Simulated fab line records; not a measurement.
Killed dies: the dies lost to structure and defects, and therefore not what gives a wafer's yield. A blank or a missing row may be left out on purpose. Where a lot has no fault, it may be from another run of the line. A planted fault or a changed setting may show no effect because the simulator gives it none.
The same fault as seen by 2 desks / flow nand_harc / every desk sees just its own numbers, and what lay behind them comes last

== THE DEFECT DESK ==
What the inspections along the route counted, lot by lot: means of the sampled wafers that have a number. If a lot's mean is further than 4 standard deviations from the usual mean, the lot is out of limits and carries the mark OUT (the distance appears in the brackets).
Columns: A = raw_defect_count at NHARC_A_START_INSPECT_01, usual 3.1
lot=L170; first seen here=day 6 22:27; A=3.7
lot=L172; first seen here=day 7 01:02; A=2.7
lot=L171; first seen here=day 7 03:01; A=3.0
lot=L173; first seen here=day 7 12:49; A=3.0
lot=L174; first seen here=day 7 16:37; A=2.7
lot=L175; first seen here=day 8 05:09; A=4.7
lot=L177; first seen here=day 8 11:20; A=3.7
lot=L181; first seen here=day 9 15:17; A=4.3
lot=L180; first seen here=day 9 16:48; A=2.0
lot=L184; first seen here=day 10 12:34; A=3.7
lot=L188; first seen here=day 11 01:51; A=3.7
lot=L190; first seen here=day 11 13:05; A=3.0
lot=L191; first seen here=day 11 20:47; A=2.7
lot=L192; first seen here=day 12 05:48; A=1.7
This desk found nothing out of limits on any of the 14 lots.

== AT THE METROLOGY DESK ==
Means of the sampled wafers that have a number, per lot and without regard to the tool the lot ran on: this is what the gauges read. If a lot's mean is further than 4 standard deviations from the usual mean, the lot is out of limits and carries the mark OUT (the distance appears in the brackets).
Columns: A = thk_nm at NHARC_A_ONON_D1_THK_MEAS_02, usual 1001 nm; B = thk_nm at NHARC_A_ONON_D1_THK_MEAS_11, usual 1001 nm
lot=L170; first seen here=day 7 20:48; A=991; B=1016
lot=L171; first seen here=day 8 00:24; A=999; B=1015
lot=L172; first seen here=day 8 00:24; A=1007; B=1010
lot=L173; first seen here=day 8 13:19; A=1013; B=1003
lot=L174; first seen here=day 8 13:19; A=994; B=989
lot=L175; first seen here=day 9 08:25; A=1002; B=999
lot=L177; first seen here=day 9 08:25; A=1000; B=985
lot=L180; first seen here=day 10 15:04; A=1004; B=1010
lot=L181; first seen here=day 10 15:04; A=1021; B=480 (-56) OUT
lot=L184; first seen here=day 11 12:05; A=1019; B=465 (-58) OUT
lot=L188; first seen here=day 12 01:19; A=1005; B=1005
lot=L190; first seen here=day 12 11:56; A=1005; B=998
lot=L191; first seen here=day 12 20:10; A=1003; B=986
lot=L192; first seen here=day 13 07:06; A=1002; B=996
This desk's finding: out of limits on L181, L184; first on L181, day 10 16:46 (thk_nm at NHARC_A_ONON_D1_THK_MEAS_11). In limits: L170, L171, L172, L173, L174, L175, L177, L180, L188, L190, L191, L192.

== BROUGHT TOGETHER ==
L181, L184 would have let the metrology desk raise an alarm at day 10 16:46.
No out-of-limits result turned up at the defect desk.
The defect desk has L181, L184 on record, within its limits.
On pecvd_onon-04, each named lot ran NHARC_A_ONON_D1_DEP_09.

== WHAT WAS PUT IN BY THE SIMULATOR ==
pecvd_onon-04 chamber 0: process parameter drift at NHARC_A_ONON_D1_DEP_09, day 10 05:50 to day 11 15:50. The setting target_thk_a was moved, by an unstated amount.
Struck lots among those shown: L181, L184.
Hours from the fault's start to each desk's first reading out of limits: the metrology desk, 11.
